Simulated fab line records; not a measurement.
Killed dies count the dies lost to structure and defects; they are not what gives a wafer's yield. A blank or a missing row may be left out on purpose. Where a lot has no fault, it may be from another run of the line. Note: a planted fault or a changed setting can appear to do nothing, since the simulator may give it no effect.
Chamber matching + flow n5 finfet + N5_BEOL_M9_DEP_56 on pecvd-04: 3 sister chambers
The step deposits SiCN from 3MS/NH3, target thk 15 nm, time 26.5 s. 20 wafers are shown with their chamber, then 10 later ones without.

## WAFERS, EACH WITH ITS CHAMBER
| wafer  | chamber | throttle valve pct (%) | showerhead plenum p Torr (Torr) | rf fwd power W (W) |
|--------|---------|------------------------|---------------------------------|--------------------|
| L081.2 | 2       | 8.90                   | 3.674                           | 199.5              |
| L081.3 | 0       | 8.93                   | 3.672                           | 200.5              |
| L081.5 | 2       | 9.14                   | 3.692                           | 199.6              |
| L082.3 | 0       | 8.77                   | 3.665                           | 200.8              |
| L082.4 | 2       | 8.89                   | 3.674                           | 199.2              |
| L082.6 | 1       | 9.52                   | 3.685                           | 199.5              |
| L078.1 | 0       | 8.82                   | 3.670                           | 199.8              |
| L078.4 | 0       | 8.85                   | 3.668                           | 199.4              |
| L078.5 | 1       | 9.66                   | 3.666                           | 199.6              |
| L087.2 | 1       | 9.58                   | 3.678                           | 199.8              |
| L087.3 | 2       | 8.79                   | 3.673                           | 199.8              |
| L087.6 | 2       | 9.11                   | 3.677                           | 200.3              |
| L090.1 | 1       | 9.81                   | 3.667                           | 200.2              |
| L090.3 | 2       | 9.16                   | 3.685                           | 199.1              |
| L090.5 | 2       | 8.93                   | 3.681                           | 199.5              |
| L089.2 | 0       | 9.19                   | 3.676                           | 198.5              |
| L089.4 | 2       | 9.07                   | 3.669                           | 200.1              |
| L089.6 | 1       | 9.50                   | 3.673                           | 200.8              |
| L091.1 | 2       | 8.62                   | 3.680                           | 200.6              |
| L091.2 | 1       | 9.35                   | 3.670                           | 200.0              |

SIGNATURES (averages over the wafers above)
| reading                  | chamber 0 | chamber 1 | chamber 2 | scatter within a chamber |
|--------------------------|-----------|-----------|-----------|--------------------------|
| throttle valve pct       | 8.9120    | 9.5700    | 8.9567    | 0.17                     |
| showerhead plenum p Torr | 3.67020   | 3.67317   | 3.67833   | 0.00654                  |
| rf fwd power W           | 199.800   | 199.983   | 199.744   | 0.618                    |
Rule: for each reading, subtract the chamber's mean from the wafer's reading, divide by that reading's scatter and square the result; add these up over the readings and take the root, which gives the wafer's distance from the chamber. If the next closest chamber is less than 2 further off than the closest, the wafer can't be placed; otherwise it belongs to the closest. How the scatter is found: for the shown wafers, subtract from each reading the mean of its chamber, square and add these, divide the total by (wafers less chambers), then take the root.

## WAFERS WHOSE CHAMBER IS MISSING
| wafer  | throttle valve pct (%) | showerhead plenum p Torr (Torr) | rf fwd power W (W) |
|--------|------------------------|---------------------------------|--------------------|
| L091.4 | 9.18                   | 3.674                           | 199.8              |
| L092.1 | 9.27                   | 3.686                           | 199.1              |
| L092.3 | 9.59                   | 3.666                           | 201.2              |
| L092.4 | 9.06                   | 3.674                           | 199.4              |
| L093.1 | 8.83                   | 3.658                           | 201.0              |
| L093.5 | 8.81                   | 3.666                           | 200.7              |
| L093.6 | 9.56                   | 3.676                           | 200.0              |
| L095.1 | 9.48                   | 3.680                           | 199.1              |
| L095.2 | 8.95                   | 3.684                           | 199.7              |
| L095.4 | 9.55                   | 3.676                           | 199.8              |

## WHICH CHAMBER EACH WENT THROUGH
| wafer  | from the rows above          | in truth |
|--------|------------------------------|----------|
| L091.4 | can't be placed: 2 or 0 or 1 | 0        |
| L092.1 | can't be placed: 2 or 1 or 0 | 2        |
| L092.3 | 1                            | 1        |
| L092.4 | can't be placed: 2 or 0      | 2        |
| L093.1 | can't be placed: 0 or 2      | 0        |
| L093.5 | can't be placed: 0 or 2      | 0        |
| L093.6 | 1                            | 1        |
| L095.1 | can't be placed: 1 or 2 or 0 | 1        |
| L095.2 | can't be placed: 2 or 0      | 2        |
| L095.4 | 1                            | 1        |
3 of 10 placed correctly. These rows do not allow placing 7 (true chamber among the candidates in 7). Placed wrongly: 0.
